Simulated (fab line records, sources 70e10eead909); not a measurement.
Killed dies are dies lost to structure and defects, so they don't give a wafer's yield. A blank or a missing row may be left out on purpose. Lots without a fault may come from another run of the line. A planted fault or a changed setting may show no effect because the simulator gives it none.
Chamber matching | flow nand_harc | NHARC_A_SGD_CUT_ETCH_58 on rie_diel-06: 4 sister chambers
The step etches the open film in CF4, target depth 39 nm, time 65 s. 8 wafers are shown with their chamber, then 8 later ones without.

WAFERS WITH THEIR CHAMBER
wafer  | chamber | drypump_motor_current_A (A) | rf_vpp_V (V)
L079.4 | 3       | 5.3                         | 152.2
L083.3 | 0       | 6.3                         | 150.7
L083.4 | 1       | 6.0                         | 149.3
L083.6 | 2       | 6.0                         | 152.3
L086.1 | 2       | 6.0                         | 151.8
L086.2 | 3       | 5.3                         | 150.2
L086.4 | 1       | 6.0                         | 149.1
L087.3 | 0       | 6.2                         | 150.0

WAFERS WITHOUT THEIR CHAMBER
wafer  | drypump_motor_current_A (A) | rf_vpp_V (V)
L087.5 | 6.0                         | 152.6
L087.6 | 6.0                         | 149.7
L088.3 | 5.3                         | 152.2
L088.4 | 6.0                         | 149.6
L088.5 | 6.0                         | 151.1
L091.1 | 6.3                         | 149.6
L091.2 | 6.0                         | 149.3
L091.4 | 6.0                         | 149.1

WHICH CHAMBER EACH WENT THROUGH
wafer  | from the rows above     | in truth
L087.5 | 2                       | 2
L087.6 | 1                       | 1
L088.3 | 3                       | 3
L088.4 | 1                       | 1
L088.5 | can't be placed: 2 or 1 | 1
L091.1 | 0                       | 0
L091.2 | 1                       | 1
L091.4 | 1                       | 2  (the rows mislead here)
Placed correctly: 6 of 8. Can't be placed from these rows: 1 (the true chamber is among the candidates in 1). Placed wrongly: 1.
How it was worked out, from the rows above alone: a wafer's distance from a chamber is the root of the sum, over the readings, of the square of ((its reading less the chamber's mean) divided by the reading's scatter). The wafer belongs to the nearest chamber; if the next one is less than 2 further off, it can't be placed. A chamber's mean is the mean of its shown wafers. The scatter: the root of (the sum of the squares of (reading less its chamber's mean) over the shown wafers, divided by (wafers less chambers)).
